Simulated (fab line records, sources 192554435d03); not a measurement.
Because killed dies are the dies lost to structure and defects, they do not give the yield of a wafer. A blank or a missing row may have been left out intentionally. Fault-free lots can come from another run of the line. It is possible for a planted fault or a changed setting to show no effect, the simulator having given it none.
A lot that was struck, set against a sound lot + flow n5Finfet + 15 out of 1938 route steps
Sound: wafers L735.2, L735.5, L735.6. Struck: wafers L726.3, L726.4 (left out: L726.2, a lot-mate that was not struck); the cause follows at the end.
Order at every step that has rows: each side's tool, ch and its chambers, its first start. Under that, the readings that differ: sound wafers + struck wafers + difference of the means + sigmas: that difference in standard deviations of wafers without a fault.
alike: words and numbers the same on both sides, and readings whose means are apart by under 2 such deviations; not compared: readings that were withheld, readings missing a value for some wafer, numbers with overlapping values and no deviation given by the record, and bounds like >300 which may hide the same value.
The two part at a step that has a row with sigmas, a row that says differs or no value, or rows on one side only. Numbers that have no deviation but don't overlap get no sigmas and don't part them. A reading that every wafer of one side lacks parts them only if that side has two wafers or more.

first, 6 steps without rows for these wafers: N5_BEOL_M3_COAT_22 (resist thk 30 nm); N5_BEOL_M3_EBR_24; N5_BEOL_M3_SOFTBAKE_23 (time 60 s); N5_BEOL_M3_EXPOSE_25 (exposes mask V2, defocus 5 nm); N5_BEOL_M3_PEB_26 (peb time 60 s); N5_BEOL_M3_DEVELOP_27 (develop time 30 s).
N5_BEOL_M3_CD_MEAS_28: target cd 25.7 nm, target cd y 23.3 nm.
  sound on cdSem-02 ch 0, day 10 12:25; struck on cdSem-02 ch 0, day 8 20:44
| reading   | sound             | struck      | difference | sigmas |
|-----------|-------------------|-------------|------------|--------|
| cdNm (nm) | 26.58 26.43 25.92 | 25.76 25.95 | -0.45      | -2     |
N5_BEOL_M3_OVL_MEAS_29:
  sound on overlay-02 ch 0, day 10 12:27; struck on overlay-02 ch 0, day 8 20:46
| reading     | sound       | struck    | difference | sigmas |
|-------------|-------------|-----------|------------|--------|
| V2_OVL (nm) | 0.2 0.0 0.7 | -1.4 -1.2 | -1.6       | -3     |
N5_BEOL_M3_INSPECT_30: inspects for defects (brightfield).
  sound: defectInspect-01 at day 10 12:30; struck: defectInspect-01 at day 8 20:49
  alike: rawDefectCount
N5_BEOL_M3_DESCUM_33: chemistry O2, time 7 s.
  sound on rieDiel-02 ch 0,2,3, day 10 12:32; struck on rieDiel-05 ch 1,3, day 8 20:52
  alike: biasPowerW, drypumpMotorCurrentA, o2FlowSccm, oesProductAu, rfVppV, showerheadPlenumPTorr, throttleValvePct
  not compared: rfHoursCounterH
N5_BEOL_M3_ETCH_77: etches underlayer in N2/H2, target depth 6.5 nm, time 5.2 s.
  sound on rieDiel-02 ch 0,2,3, day 10 12:34; struck on rieDiel-05 ch 1,3, day 8 20:53
  alike: drypumpMotorCurrentA, etchRfOnTimeS, oesProductAu, rfVppV, showerheadPlenumPTorr, throttleValvePct
  not compared: rfHoursCounterH
N5_BEOL_M3_ETCH_69: etches SiARC in CF4, target depth 15.6 nm, time 26 s.
  sound on rieDiel-02 ch 0,2,3, day 10 12:35; struck on rieDiel-05 ch 1,3, day 8 20:55
  alike: drypumpMotorCurrentA, etchRfOnTimeS, oesProductAu, rfVppV, showerheadPlenumPTorr, throttleValvePct
  not compared: rfHoursCounterH
N5_BEOL_M3_ALD_98: deposits SiO2, target thk 2.5 nm, pulse time 1 s, co reactant pulse time 1 s.
  sound on aldSin-01 ch 0,3, day 10 12:40; struck on aldSin-02 ch 1,2, day 8 20:59
| reading                                 | sound       | struck  | difference | sigmas |
|-----------------------------------------|-------------|---------|------------|--------|
| aldCycles                               | 17 17 17    | 21 21   | +4         |        |
| model.SiO2_of_BEOL_M3_ALD_98.thkNm (nm) | 2.6 2.6 2.4 | 3.2 3.2 | +0.7       |        |
  alike: heaterPowerW, precursorPulseHeightRel
N5_BEOL_M3_ETCHBACK_99: etches SiO2 in CHF3, target depth 5 nm, time 10.4 s.
  sound on rieDiel-02 ch 0,1,3, day 10 22:27; struck on rieDiel-02 ch 1,2, day 9 07:25
  alike: CHF3_flow_sccm, drypumpMotorCurrentA, oesProductAu, rfVppV, showerheadPlenumPTorr, throttleValvePct
  not compared: rfHoursCounterH
N5_BEOL_M4_RC_MEAS_101:
  sound on prober-01 ch 0, day 12 05:35; struck on prober-01 ch 0, day 9 23:47
| reading       | sound       | struck  | difference | sigmas |
|---------------|-------------|---------|------------|--------|
| ION_N (uA/um) | 688 686 689 | 665 668 | -21        | -2     |
  alike: DIBL_N, DIBL_P, IOFF_N, IOFF_P, ION_P, SS_N, SS_P, VT_N, VT_P

== WHERE THEY PART ==
First at N5_BEOL_M3_CD_MEAS_28; last, within this record, at N5_BEOL_M4_RC_MEAS_101.

WHY: what had been put in by the simulator
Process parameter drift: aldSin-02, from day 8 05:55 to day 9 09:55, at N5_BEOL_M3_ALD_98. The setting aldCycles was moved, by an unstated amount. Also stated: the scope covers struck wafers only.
